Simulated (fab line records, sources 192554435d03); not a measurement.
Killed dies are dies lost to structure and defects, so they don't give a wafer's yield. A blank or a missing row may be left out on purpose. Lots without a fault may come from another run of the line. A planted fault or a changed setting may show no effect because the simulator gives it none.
Split-lot experiment | flow n5_finfet | 7 lots, 21 wafers read, on a route of 1938 steps

THE SPLIT
At N5_BEOL_M3_COAT_67 (time 60 s, resist thk 60 nm), the setting spin_rpm was moved away from the recipe's 1500 rpm on 6 of the 21 wafers read, by -6.3% to +4.5%. The other wafers ran this setting at the recipe's value.

The reading is taken at the split's own step.

THE READING
SOC_of_BEOL_M3_COAT_67.thk_nm (the simulator's own value, which no gauge read), in nm, at N5_BEOL_M3_COAT_67 (time 60 s, resist thk 60 nm). The file gives no usual value for it. The 15 wafers here that ran the recipe average 60.0 nm, standard deviation 0.2 nm.

wafer  | tool, chamber at the split | spin_rpm as run, rpm | against the recipe | SOC_of_BEOL_M3_COAT_67.thk_nm, nm | against lot-mates on the recipe
L076.3 | litho_track-03, 0          | 1452                 | -3.2%              | 61                                | +1.0
L076.4 | litho_track-03, 0          | 1452                 | -3.2%              | 60.8                              | +0.8
L076.6 | litho_track-03, 0          | 1500                 | recipe             | 60                                | -
L079.1 | litho_track-01, 0          | 1423                 | -5.1%              | 61.4                              | +1.6
L079.2 | litho_track-01, 0          | 1423                 | -5.1%              | 61.6                              | +1.8
L079.5 | litho_track-01, 0          | 1500                 | recipe             | 59.8                              | -
L078.1 | litho_track-01, 0          | 1500                 | recipe             | 60                                | -
L078.2 | litho_track-01, 0          | 1500                 | recipe             | 60.2                              | -
L078.5 | litho_track-01, 0          | 1500                 | recipe             | 60.2                              | -
L081.1 | litho_track-05, 0          | 1500                 | recipe             | 60.4                              | -
L081.4 | litho_track-05, 0          | 1500                 | recipe             | 60.4                              | -
L081.2 | litho_track-05, 0          | 1405                 | -6.3%              | 62.4                              | +2.0
L082.2 | litho_track-05, 0          | 1500                 | recipe             | 60                                | -
L082.3 | litho_track-05, 0          | 1500                 | recipe             | 60                                | -
L082.5 | litho_track-05, 0          | 1500                 | recipe             | 59.8                              | -
L084.2 | litho_track-01, 0          | 1500                 | recipe             | 60                                | -
L084.5 | litho_track-01, 0          | 1500                 | recipe             | 60                                | -
L084.3 | litho_track-01, 0          | 1500                 | recipe             | 59.8                              | -
L095.2 | litho_track-01, 0          | 1500                 | recipe             | 60.2                              | -
L095.3 | litho_track-01, 0          | 1500                 | recipe             | 59.8                              | -
L095.5 | litho_track-01, 0          | 1567                 | +4.5%              | 58.6                              | -1.4

THE FIT
A straight line over all 21 wafers: SOC_of_BEOL_M3_COAT_67.thk_nm changes by -0.316 nm for each +1% of spin_rpm; r = -0.97; the points scatter about the line by 0.21 nm.
The same after taking each lot's own level away (the mean of its wafers on the recipe; 21 wafers): -0.317 nm for each +1%; r = -0.99; scatter 0.11 nm.
On that fit, the largest move of spin_rpm shifts the reading by 2 nm.
The lots' own levels span 59.80 to 60.40 nm, that is 3.1 times the standard deviation above.
So the lot-to-lot level changes the slope little: the two slopes agree.
Check: with one of the wafers moved furthest among these (-6.3%) left out of the fit, the line predicts +2 nm for it against its lot-mates. It came out at +2 nm against them.

OTHER SPLITS ON THESE WAFERS
These wafers also went through other splits before the reading. Each is held against what the fit with the lots' levels taken away leaves over:
other split on the same wafers            | wafers away from the commonest value | r with SOC_of_BEOL_M3_COAT_67.thk_nm (lot level and that fit taken away)
N5_GATE_CUT_ETCH_36 cf4_flow_sccm         | 4                                    | -0.15
N5_MOL_CONTACT_COAG_SPUTTER_130 power_w   | 6                                    | +0.01
N5_MOL_CONTACT_COAG_COAT_64 spin_rpm      | 4                                    | +0.17
N5_BEOL_M0_SAQP_SPACER1_ALD_98 ald_cycles | 8                                    | -0.17
N5_BEOL_M0_ETCH_138 source_w              | 6                                    | -0.17
N5_BEOL_M1_COAT_05 spin_rpm               | 8                                    | -0.19
N5_BEOL_M1_ETCH_64 bias_w                 | 9                                    | +0.13
N5_BEOL_M2_ETCH_69 bias_w                 | 4                                    | -0.37

THE FILE'S OWN FIT
SOC_of_BEOL_M3_COAT_67.thk_nm changes by -0.316 nm for each +1% of spin_rpm, r = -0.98.
